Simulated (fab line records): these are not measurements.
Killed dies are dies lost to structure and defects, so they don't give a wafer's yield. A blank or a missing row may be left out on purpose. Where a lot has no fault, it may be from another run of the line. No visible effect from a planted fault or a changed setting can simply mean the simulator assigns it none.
Matching of chambers || flow nand harc || 4 sister chambers for NHARC_P_BONDPAD_CMP_32 on cmp-04
The step polishes SiCN, target thk 200 nm. 8 wafers are shown with their chamber, then 9 later ones without.

== WAFERS WITH THEIR CHAMBER ==
{"wafer": "L078.2", "chamber": 0, "motor current A (A)": 12.7}
{"wafer": "L080.1", "chamber": 3, "motor current A (A)": 11.9}
{"wafer": "L085.1", "chamber": 2, "motor current A (A)": 12.1}
{"wafer": "L085.4", "chamber": 1, "motor current A (A)": 13.0}
{"wafer": "L085.5", "chamber": 0, "motor current A (A)": 12.6}
{"wafer": "L087.1", "chamber": 3, "motor current A (A)": 11.6}
{"wafer": "L087.2", "chamber": 1, "motor current A (A)": 12.4}
{"wafer": "L087.4", "chamber": 2, "motor current A (A)": 12.1}

== WAFERS MISSING THEIR CHAMBER ==
{"wafer": "L088.2", "motor current A (A)": 12.0}
{"wafer": "L088.4", "motor current A (A)": 13.1}
{"wafer": "L088.5", "motor current A (A)": 11.5}
{"wafer": "L090.1", "motor current A (A)": 13.8}
{"wafer": "L090.3", "motor current A (A)": 12.1}
{"wafer": "L090.6", "motor current A (A)": 12.1}
{"wafer": "L095.1", "motor current A (A)": 12.4}
{"wafer": "L095.2", "motor current A (A)": 12.4}
{"wafer": "L095.5", "motor current A (A)": 13.0}

== THE CHAMBER EACH PASSED THROUGH ==
{"wafer": "L088.2", "from the rows above": "can't be placed: 2 or 3", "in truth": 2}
{"wafer": "L088.4", "from the rows above": "can't be placed: 1 or 0", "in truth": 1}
{"wafer": "L088.5", "from the rows above": "can't be placed: 3 or 2", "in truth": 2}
{"wafer": "L090.1", "from the rows above": "can't be placed: 1 or 0", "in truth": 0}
{"wafer": "L090.3", "from the rows above": "can't be placed: 2 or 3", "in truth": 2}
{"wafer": "L090.6", "from the rows above": "can't be placed: 2 or 3", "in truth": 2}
{"wafer": "L095.1", "from the rows above": "can't be placed: 0 or 1 or 2 or 3", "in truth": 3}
{"wafer": "L095.2", "from the rows above": "can't be placed: 0 or 1 or 2 or 3", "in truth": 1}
{"wafer": "L095.5", "from the rows above": "can't be placed: 1 or 0", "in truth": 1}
Correctly placed: 0 of 9. Unplaceable from these rows: 9, with the true chamber sitting among the candidates in 9. Placed wrongly: 0.
How it was worked out, from the rows above alone: a wafer's distance from a chamber is the root of the sum, over the readings, of the square of ((its reading less the chamber's mean) divided by the reading's scatter). The wafer belongs to the nearest chamber; if the next one is less than 2 further off, it can't be placed. The mean given for a chamber averages the wafers shown for that chamber. The scatter: the root of (the sum of the squares of (reading less its chamber's mean) over the shown wafers, divided by (wafers less chambers)).
